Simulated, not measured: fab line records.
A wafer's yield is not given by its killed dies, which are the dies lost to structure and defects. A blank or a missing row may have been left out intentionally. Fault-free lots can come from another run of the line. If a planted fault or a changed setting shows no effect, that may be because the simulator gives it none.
Chamber matching | flow n5 finfet | 4 sister chambers for N5_BEOL_M4_ETCH_74 on rie diel-05
The step etches underlayer in N2/H2, target depth 6.5 nm, time 5.2 s. 8 wafers are shown with their chamber, then 7 later ones without.

== WAFERS PAIRED WITH THEIR CHAMBERS ==
wafer  | chamber | throttle valve pct (%) | showerhead plenum p Torr (Torr)
L074.2 | 1       | 18.08                  | 2.60
L076.2 | 2       | 17.20                  | 2.69
L076.5 | 1       | 18.09                  | 2.60
L080.3 | 3       | 18.05                  | 2.59
L080.4 | 0       | 17.79                  | 2.43
L080.5 | 3       | 18.06                  | 2.59
L085.3 | 2       | 17.23                  | 2.68
L085.4 | 0       | 17.78                  | 2.43

== WAFERS MISSING THEIR CHAMBER ==
wafer  | throttle valve pct (%) | showerhead plenum p Torr (Torr)
L085.5 | 17.69                  | 2.59
L094.2 | 17.29                  | 2.67
L094.3 | 17.74                  | 2.58
L094.6 | 17.60                  | 2.58
L096.1 | 17.89                  | 2.42
L096.3 | 17.63                  | 2.58
L096.5 | 17.78                  | 2.58

== EACH ONE'S CHAMBER ==
wafer  | from the rows above | in truth
L085.5 | 3                   | 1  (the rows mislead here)
L094.2 | 2                   | 2
L094.3 | 3                   | 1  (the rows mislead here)
L094.6 | 3                   | 3
L096.1 | 0                   | 0
L096.3 | 3                   | 3
L096.5 | 3                   | 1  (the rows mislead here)
Placed correctly: 4 of 7. From these rows, 0 cannot be placed. Placed wrongly: 3.
How it was worked out, from the rows above alone: a wafer's distance from a chamber is the root of the sum, over the readings, of the square of ((its reading less the chamber's mean) divided by the reading's scatter). If the next closest chamber is less than 2 further off than the closest, the wafer can't be placed; otherwise it belongs to the closest. A chamber's mean is the mean of its shown wafers. The scatter: the root of (the sum of the squares of (reading less its chamber's mean) over the shown wafers, divided by (wafers less chambers)).
